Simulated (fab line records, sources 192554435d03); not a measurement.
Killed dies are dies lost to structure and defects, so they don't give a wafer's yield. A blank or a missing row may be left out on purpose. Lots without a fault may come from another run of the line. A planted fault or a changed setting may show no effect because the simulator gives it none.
fab line records | flow n5_finfet
record lots=3 wafers=9 last_day=14
route steps=1938 shown BEOL_M5@1123 PASSIVATION@1936
lots that met no fault: from a run of the same line without faults
start_h: hours from the record's first day to the start of the lot's first wafer shown | wait_h: hours since the lot's step before | " the same as in the row above | L1.1+2: a row that stands for several wafers | - no value, or no start given | * or withheld: withheld | < > ~ a bound
route shown NAME@n: a module of which the file shows steps, and the number in the route of the first | usual: mean/standard deviation of fault-free wafers | same: alike in all rows | chamber/n: place in a boat | sites: the reading at each site | _std_site: their standard deviation | _edge_site: outer sites' mean less inner sites' | radius_mm: how far each site lies from the wafer's centre | mask NAME#n: copy n | behind: the tool/chamber that last shaped the wafer | hold: why the lot was held/for how many hours/how that ended | device: the transistor (n, p or np) that didn't switch | end of line: the same wafers' tests at the end of the route | a step without rows: its recipe alone | killed: dies lost to structure and defects at the first sort, not the wafer's yield | map: a wafer's dies, x killed, . not, _ none there
set.NAME: the setting as run; set.NAME@STEP: as run at that earlier step | model.NAME: the simulator's own value behind a step, which no gauge read
lots at some steps of the route; a table a step, a row a wafer
services: from which hour (start_h, from the record's first day; less than 0 if before it) a tool's chamber was out of use, for how many hours, and why
## steps
# step N5_BEOL_M5_EXPOSE_08
# recipe mask_id=M5 na=0.33 source_shape=annular sigma_inner=0.4 sigma_outer=0.8 polarization=unpolarized target_cd_nm=28 dose_mj=35.75
# step N5_BEOL_M5_PEB_09
# recipe peb_temp_c=100 peb_time_s=60 resist=CAR-EUV
# step N5_BEOL_M5_DEVELOP_10
# recipe develop_time_s=30 developer=TMAH resist=CAR-EUV rinse_liquid=surfactant_rinse dry=air_spin dev_temp_c=23
# step N5_BEOL_M5_DESCUM_16
# recipe chemistry=O2 time_s=7 source_power_w=50 bias_power_w=20 pressure_mtorr=20 rf_frequency_hz=2.712e+07 temp_c=40 resist=CAR-EUV o2_flow_sccm=225
# step N5_BEOL_M5_ETCH_72
# recipe chemistry=N2/H2 target=underlayer target_depth_a=65 mask_material=CAR-EUV time_s=5.2 ion_energy_ev=200 pressure_mtorr=30 source_w=840 bias_w=150 n2_flow_sccm=200 h2_flow_sccm=200 ends=cleared
# step N5_BEOL_M5_ETCH_61
# recipe chemistry=CF4 target=SiARC target_depth_a=156 mask_material=CAR-EUV time_s=26 ion_energy_ev=80 pressure_mtorr=40 source_w=545 bias_w=36 Ar_flow_sccm=100 cf4_flow_sccm=100 ends=cleared
# step N5_BEOL_M5_ETCH_62
# recipe chemistry=N2/H2 target=SOC target_depth_a=750 overetch_a=150 mask_material=SiARC temp_c=40 time_s=112.5 ion_energy_ev=200 pressure_mtorr=30 source_w=840 bias_w=150 n2_flow_sccm=200 h2_flow_sccm=200
# step N5_BEOL_M5_STRIP_63
# recipe chemistry=N2/H2 temp_c=40 n2_flow_sccm=200 h2_flow_sccm=200 rf_frequency_hz=6e+07
# step N5_BEOL_M5_STRIP_73
# recipe chemistry=N2/H2 temp_c=40 n2_flow_sccm=200 h2_flow_sccm=200 rf_frequency_hz=6e+07
# step N5_BEOL_M5_STRIP_64
# recipe chemistry=CF4 resist=SiARC power_w=300 bias_power_w=75 pressure_mtorr=50 cf4_flow_sccm=150 rf_frequency_hz=6e+07
# usual drypump_motor_current_A=5.9/0.47 oes_product_au=0.76/0.08 rf_vpp_V=270.8/2 showerhead_plenum_p_Torr=1.78/0.074 throttle_valve_pct=13.64/0.28
# columns lot.wafer tool chamber start_h wait_h drypump_motor_current_A oes_product_au rf_hours_counter_h rf_vpp_V showerhead_plenum_p_Torr throttle_valve_pct
L409.1 rie_diel-03 2 192.61 0.0 6.2 0.69 204 271.2 1.88 13.99
L409.2 " 3 " " 5.8 0.77 115 268.2 1.72 13.19
L409.5 " 2 " " 6.2 0.69 - 271.7 1.88 14.00
L410.2 rie_diel-01 2 198.88 0.0 5.4 0.73 190 273.1 1.84 13.70
L410.3 " 3 " " 5.4 0.75 146 271.4 1.82 14.03
L410.5 " 2 " " 5.4 0.72 - 273.1 1.84 13.69
L415.3 rie_diel-01 1 224.72 0.0 5.5 0.92 11 272.4 1.83 13.49
L415.4 " 1 " " 5.5 0.92 - 270.9 1.83 13.48
L415.6 " 0 " " 5.5 0.69 - 269.3 1.79 13.97
# step N5_BEOL_M5_HM_OPEN_17
# recipe chemistry=Cl2/BCl3 target_depth_a=200 overetch_a=60 target=TiN mask_material=SOC ion_energy_ev=150 pressure_mtorr=10 icp_w=1000 bias_w=126 Cl2_flow_sccm=53.25 bcl3_flow_sccm=21.75 Ar_flow_sccm=25
# step N5_BEOL_M5_STRIP_19
# recipe chemistry=O2 power_w=400 temp_c=40 pressure_mtorr=30 rf_frequency_hz=6e+07 bias_power_w=0 overash_fraction=0.2 o2_flow_sccm=225
# step N5_BEOL_M5_COAT_65
# recipe resist=SOC temp_c=250 time_s=60 spin_rpm=1500 resist_thk_nm=60
# step N5_BEOL_M5_COAT_66
# recipe resist=SiARC temp_c=220 time_s=60 spin_rpm=1500 resist_thk_nm=12
# step N5_BEOL_M5_COAT_74
# recipe resist=underlayer temp_c=205 time_s=60 spin_rpm=1500 resist_thk_nm=5
# step N5_BEOL_M5_COAT_22
# recipe resist=CAR-EUV spin_rpm=1500 resist_thk_nm=30
# step N5_BEOL_M5_EBR_24
# recipe solvent=PGMEA ebr_width_mm=1.5
# step N5_BEOL_M5_SOFTBAKE_23
# recipe temp_c=110 time_s=60 resist=CAR-EUV
# step N5_BEOL_M5_EXPOSE_25
# recipe mask_id=V4 na=0.33 source_shape=quasar sigma_inner=0.2 sigma_outer=0.6 polarization=unpolarized defocus_nm=10 dose_mj=52.75
# step N5_BEOL_M5_PEB_26
# recipe peb_temp_c=100 peb_time_s=60 resist=CAR-EUV
# step N5_BEOL_M5_DEVELOP_27
# recipe develop_time_s=30 developer=TMAH resist=CAR-EUV rinse_liquid=surfactant_rinse dry=air_spin dev_temp_c=23
# step N5_BEOL_M5_DESCUM_33
# recipe chemistry=O2 time_s=7 source_power_w=50 bias_power_w=20 pressure_mtorr=20 rf_frequency_hz=2.712e+07 temp_c=40 resist=CAR-EUV o2_flow_sccm=225
# step N5_BEOL_M5_ETCH_75
# recipe chemistry=N2/H2 target=underlayer target_depth_a=65 mask_material=CAR-EUV time_s=5.2 ion_energy_ev=200 pressure_mtorr=30 source_w=840 bias_w=150 n2_flow_sccm=200 h2_flow_sccm=200 ends=cleared
# step N5_BEOL_M5_ETCH_67
# recipe chemistry=CF4 target=SiARC target_depth_a=156 mask_material=CAR-EUV time_s=26 ion_energy_ev=80 pressure_mtorr=40 source_w=545 bias_w=36 Ar_flow_sccm=100 cf4_flow_sccm=100 ends=cleared
# step N5_BEOL_M5_ETCH_68
# recipe chemistry=N2/H2 target=SOC target_depth_a=800 overetch_a=160 mask_material=SiARC temp_c=40 time_s=120 ion_energy_ev=200 pressure_mtorr=30 source_w=840 bias_w=150 n2_flow_sccm=200 h2_flow_sccm=200
# step N5_BEOL_M5_STRIP_69
# recipe chemistry=N2/H2 temp_c=40 n2_flow_sccm=200 h2_flow_sccm=200 rf_frequency_hz=6e+07
# step N5_BEOL_M5_STRIP_76
# recipe chemistry=N2/H2 temp_c=40 n2_flow_sccm=200 h2_flow_sccm=200 rf_frequency_hz=6e+07
# step N5_BEOL_M5_VIA_ETCH_34
# recipe chemistry=C4F6/O2 target=SiCOH_lowk target_depth_a=883 mask_material=SOC taper_deg=4 time_s=39.2 ion_energy_ev=250 pressure_mtorr=30 source_w=345 bias_w=185 Ar_flow_sccm=300 C4F6_flow_sccm=10 O2_flow_sccm=10
# step N5_BEOL_M5_STRIP_85
# recipe chemistry=C4F6/O2 resist=SiARC rf_frequency_hz=6e+07
# step N5_BEOL_M5_STRIP_36
# recipe chemistry=N2/H2 power_w=450 temp_c=40 pressure_mtorr=20 rf_frequency_hz=6e+07 overash_fraction=0.3 bias_power_w=7 h2_frac=0.5 n2_flow_sccm=200 h2_flow_sccm=200
# step N5_BEOL_M5_TRENCH_ETCH_37
# recipe chemistry=C4F6/O2 target_depth_a=716.52 target=SiCOH_lowk time_s=24.7 ion_energy_ev=250 pressure_mtorr=30 source_w=345 bias_w=185 Ar_flow_sccm=300 C4F6_flow_sccm=10 O2_flow_sccm=10
# step N5_BEOL_M5_ETCH_41
# recipe chemistry=CH3F/O2 target=SiCN target_depth_a=315 taper_deg=2 time_s=56.7 ion_energy_ev=120 mask_material=TiN pressure_mtorr=30 source_w=395 bias_w=75 Ar_flow_sccm=150 CH3F_flow_sccm=30 O2_flow_sccm=20
# step N5_BEOL_M5_STRIP_91
# recipe chemistry=N2/H2 time_s=10 power_w=450 temp_c=40 pressure_mtorr=20 rf_frequency_hz=6e+07 bias_power_w=7 n2_flow_sccm=200 h2_flow_sccm=200
# step N5_BEOL_M5_HM_STRIP_39
# recipe chemistry=peroxide_tin_strip material=TiN target_depth_a=250 temp_c=50 time_s=158
# step N5_PASSIVATION_PROBE_49
# usual defect_limited_yield=91.2/1.6 killed_at_M0_to_M3=34/11 killed_at_M4_up=13/5.2 killed_at_contacts=13/6.3 killed_at_front_end=40/14 killed_at_other=3.2/2.4 killed_dies=104/19 killed_open=69/14 killed_short=32/7.5 sort_bin_5_function=5.3/1.1 sort_bin_6_memory=3.2/0.73 sort_n_pass=1076/19 sort_yield_pct=91.2/1.6
# same gross_dies=1180 killed_at_back_side=0 sort_bin_4_leakage[%]=0 sort_bin_8_speed[%]=0
# columns lot.wafer tool chamber start_h wait_h defect_limited_yield[%] killed_at_M0_to_M3 killed_at_M4_up killed_at_contacts killed_at_front_end killed_at_other killed_dies killed_open killed_short sort_bin_5_function[%] sort_bin_6_memory[%] sort_n_pass sort_yield_pct[%]
L410.2 prober-02 - 292.68 0.1 92.1 29 6 9 47 2 93 72 20 4.4 3.1 1087 92.1
L410.3 prober-02 - 292.73 0.1 94.0 20 15 2 32 2 71 49 21 3.5 2.4 1109 94.0
L410.5 prober-02 - 292.83 0.2 89.3 27 7 9 79 4 126 73 51 7.6 2.5 1054 89.3
L409.1 prober-01 - 296.91 0.0 92.9 34 6 14 24 6 84 51 29 4.0 2.9 1096 92.9
L409.2 prober-01 - 296.96 0.1 90.1 59 11 19 28 0 117 73 41 6.6 3.1 1063 90.1
L409.5 prober-01 - 297.11 0.2 92.2 30 14 16 27 5 92 64 27 4.8 2.6 1088 92.2
L415.3 prober-02 - 329.00 0.1 85.3 39 96 11 26 2 174 56 28 10.2 3.8 1006 85.3
L415.4 prober-02 - 329.05 0.2 85.2 34 94 14 28 5 175 56 33 7.6 5.6 1005 85.2
L415.6 prober-02 - 329.15 0.3 83.1 43 95 14 42 5 199 81 38 12.1 3.8 981 83.1
# killed by level:class
L410.2 FIN_SAQP:geometric_particle:open=13 STI_FIN_REVEAL:geometric_particle:open=10 BEOL_M1:geometric_particle:open=10 BEOL_M3:geometric_particle:open=9 MOL_CONTACT_COAG:geometric_particle:open=8 FIN_SAQP:geometric_particle:short=6 BEOL_M0_SAQP:geometric_particle:open=5 STARTING-WAFER:geometric_particle:open=5
L410.3 FIN_SAQP:geometric_particle:short=7 BEOL_M1:geometric_particle:open=7 FIN_SAQP:geometric_particle:open=5 BEOL_M5:geometric_particle:open=5 STI_FIN_REVEAL:geometric_particle:open=4 BEOL_M3:geometric_particle:open=4 BEOL_M4:geometric_particle:open=4 GATE_CUT:geometric_particle:short=3
L410.5 FIN_SAQP:geometric_particle:open=21 FIN_SAQP:geometric_particle:short=18 ILD0:geometric_particle:short=9 BEOL_M0_SAQP:geometric_particle:open=8 DUMMY_GATE:geometric_particle:open=7 MOL_CONTACT_COAG:geometric_particle:open=7 BEOL_M0_SAQP:geometric_particle:short=7 ILD0:geometric_particle:open=6
L409.1 MOL_CONTACT_COAG:geometric_particle:open=13 BEOL_M0_SAQP:geometric_particle:short=11 STI_FIN_REVEAL:geometric_particle:open=8 BEOL_M0_SAQP:geometric_particle:open=7 BEOL_M3:geometric_particle:open=6 BEOL_M1:geometric_particle:open=3 PASS1_DEP:geometric_particle:open=3 STARTING-WAFER:geometric_particle:short=3
L409.2 BEOL_M3:geometric_particle:open=16 MOL_CONTACT_COAG:geometric_particle:open=12 BEOL_M0_SAQP:geometric_particle:short=11 STI_FIN_REVEAL:geometric_particle:open=7 BEOL_M1:geometric_particle:open=7 MOL_CONTACT_COAG:geometric_particle:short=6 BEOL_M3:geometric_particle:short=6 BEOL_M2:geometric_particle:open=6
L409.5 MOL_CONTACT_COAG:geometric_particle:open=13 BEOL_M3:geometric_particle:open=9 BEOL_M4:geometric_particle:open=9 STI_FIN_REVEAL:geometric_particle:open=7 BEOL_M1:geometric_particle:open=7 ILD0:geometric_particle:open=4 ILD0:geometric_particle:short=4 STARTING-WAFER:geometric_particle:short=4
L415.3 BEOL_M5:unspecified=89 BEOL_M2:geometric_particle:open=12 MOL_CONTACT_COAG:geometric_particle:open=8 BEOL_M0_SAQP:geometric_particle:open=6 GATE_CUT:geometric_particle:open=6 BEOL_M3:geometric_particle:open=6 BEOL_M0_SAQP:geometric_particle:short=5 FIN_SAQP:geometric_particle:open=4
L415.4 BEOL_M5:unspecified=85 MOL_CONTACT_COAG:geometric_particle:open=9 BEOL_M2:geometric_particle:open=8 BEOL_M0_SAQP:geometric_particle:open=6 FIN_SAQP:geometric_particle:open=5 FIN_SAQP:geometric_particle:short=5 MOL_CONTACT_COAG:geometric_particle:short=5 BEOL_M0_SAQP:geometric_particle:short=5
L415.6 BEOL_M5:unspecified=76 MOL_CONTACT_COAG:geometric_particle:open=10 BEOL_M2:geometric_particle:open=10 BEOL_M0_SAQP:geometric_particle:short=9 FIN_SAQP:geometric_particle:open=8 BEOL_M0_SAQP:geometric_particle:open=8 STI_FIN_REVEAL:geometric_particle:open=7 FIN_SAQP:geometric_particle:short=6
# map L415.6 (x killed, . not)
_________________.....xx.....________________
______________........x...x..x.._____________
___________........................__________
__________..x.x.x..................._________
________..x.........xx....x....x......_______
_______................................______
______x.x...x...x........x.......x......_____
_____....................................____
____......x..x.....x................xx...x___
___.........x...........x........x.xxxxxx..__
___....x..x......x...........x.....xxxxxxxx__
__.......x..x.x...............x..xxxxxxxxxxx_
__...xx..x....x...xxxxx.........xxxxxxxxxx.x_
_....x.........x.......x....xx..x.xxxxxxxxxxx
_x.........xx..........x.......xxx.x.xxxxx.x.
_x........................x...x.xxxxxxxxx.xx.
_......x.......x................xx.xxxxxxxx..
_...................x..x..x..x........x..x.x.
_........x......x...........x.xx...x.x.....x.
_......................x..............x.x..x.
_................xx..........................
__......x............x.x...x.......x....x.x._
__..........x....x.........................._
___..................x....x..x.............__
___......x.................x.....x.........__
____..x...............................x.x.___
_____...............x....x.......x.......____
______..x..x.........x.x.............x.x_____
_______.....x........x...x..x..........______
________.............................._______
__________........x......xx.......xx_________
___________x.............x.........__________
______________.................._____________
_________________....x..x....________________
# map L410.5 (x killed, . not)
_________________.x..........________________
______________.....x.........x.._____________
___________..x.......x......x......__________
__________.........................._________
________........x..................xx._______
_______x.....x...x...x.x............x..______
______....x......x.xx........xx.....xx.._____
_____.........................x.x........____
____....x.x.....xx....x.............x.....___
___..........................xx.......x....__
___.x..................x................x.x__
__...x.............x.......................x_
__..x................................x.x.x.._
_x.............x.x..x....xx..x...............
_...........x.....x.................x...x....
_..........x..xx.......x.....................
_.......x.............x......................
_............x......x.................x......
_x..............x...x......x.................
_..........x............x...............x....
_x..x...x.............x.....x......x.xx.x....
__................x......xx.......x.....x..._
__........................................x._
___x.x........x..x.........x.........x.....__
___...x.....x..x.............x..x..........__
____......x................x..............___
_____x.......................x..x.x......____
______..x........................x...x.._____
_______....x..........x..........xx....______
________......x..x..x..x.............x_______
__________...xx.x.........x........._________
___________.....x.x........xx......__________
______________...x......x......._____________
_________________............________________
## services
# columns tool chamber start_h hours kind
rie_diel-01 1 176.55 - clean
rie_diel-01 1 176.55 - consumable_replace:focus_ring
rie_diel-01 1 176.55 15.4 scheduled_down
rie_diel-01 1 176.55 15.4 vent_cycle
rie_diel-01 3 207.40 19.4 repair
## key
first_sign step=N5_PASSIVATION_PROBE_49 reading=killed_at_M4_up direction=up sigmas=16 usual=13 struck=95
effect step=N5_PASSIVATION_PROBE_49 reading=defect_limited_yield direction=down sigmas=4.2 usual=91.2 struck=84.5
more_kills_born_at N5_BEOL_M5_STRIP_64@rie_diel-01=250
met_at N5_BEOL_M5_STRIP_64
struck_wafers L415.3,L415.4,L415.6
onset_between 198.88 224.72
also_fits time
fault kind=chamber_particle_source tool=rie_diel-01 chamber=- onset_h=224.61 steps=N5_BEOL_M5_STRIP_64 rate_per_visit_cm2=0.38067 end_h=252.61
